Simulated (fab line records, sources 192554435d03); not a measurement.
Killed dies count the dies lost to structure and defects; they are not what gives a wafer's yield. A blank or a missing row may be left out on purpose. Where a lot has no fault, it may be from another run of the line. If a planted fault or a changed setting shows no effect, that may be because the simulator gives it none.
Problem report, 8D (eight disciplines) form, completed by code + flow n5Finfet + the parts of the form that need people (team, actions taken, sign-off) are left out

1. THE PROBLEM
At N5_BEOL_M5_COAT_71, spinSpeedRpm averages 1649.0 rpm over 6 wafers from 2 lots, while fault-free wafers read 1500.0 rpm, standard deviation 0.94. That is +99 or more standard deviations from the usual mean.
The step: time 60 s, resist thk 5 nm.
Seen first at day 12 01:29 on lithoTrack-05, wafer L377.1. At this step, 12 wafers from 4 lots have a number in the record. The rule behind "out" and "out of limits": a value lying over 4 standard deviations away from the usual mean. The rest of the wafers with a number are treated as sound.

2. WHAT IT IS, WHAT IT ISN'T
| question                    | is                     | is not                                                             |
|-----------------------------|------------------------|--------------------------------------------------------------------|
| which readings at this step | spinSpeedRpm           | -                                                                  |
| which lots                  | L377, L379             | L365, L387                                                         |
| which wafers of those lots  | all that have a number | -                                                                  |
| read on which tools         | lithoTrack-05          | lithoTrack-04                                                      |
| when                        | from day 12 01:29      | up to then (3 sound wafers); but 3 sound wafers of L387 came after |

3. WHAT RULES OUT EACH SUSPECT
Counting: a tool stays on the suspect list if, at a process step up to the reading, it processed all lots that are out and no sound lot following the first of them.
- lithoTrack-05 at N5_BEOL_M5_COAT_71 (time 60 s, resist thk 5 nm): kept. It processed each lot that is out, first L377 at day 12 01:29, and no sound lot thereafter; up to then, the last sound lot it processed was L365 at day 8 20:04. Its own readings are out on those wafers: spinSpeedRpm.
Remaining after the count: lithoTrack-05 at N5_BEOL_M5_COAT_71.

4. THE CAUSE (what the simulator had put in)
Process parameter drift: lithoTrack-05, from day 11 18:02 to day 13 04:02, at N5_BEOL_M5_COAT_71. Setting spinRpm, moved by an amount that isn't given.
The count eliminated every tool but this one.

5. SEQUENCE OF EFFECTS, ordered by route
One row per reading whose mean, taken over the struck wafers that have a number, lies over 3 standard deviations from the usual. Scope: only readings with a usual standard deviation given in the record; hours: median across lots of the time from each lot's start at the first step in this table that gives one to its start at this step; sigmas: change in usual standard deviations.
| hours | step               | reading      | usual      | on struck wafers | change | sigmas      |
|-------|--------------------|--------------|------------|------------------|--------|-------------|
| 0     | N5_BEOL_M5_COAT_71 | spinSpeedRpm | 1500.0 rpm | 1649.0           | +149.0 | +99 or more |
It contains these process steps:
- N5_BEOL_M5_COAT_71: time 60 s, resist thk 5 nm.

6. HOW IT WOULD HAVE BEEN CAUGHT EARLIER
First out-of-limits reading in this record: day 12 01:29, which is 7 hours after fault onset at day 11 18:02.
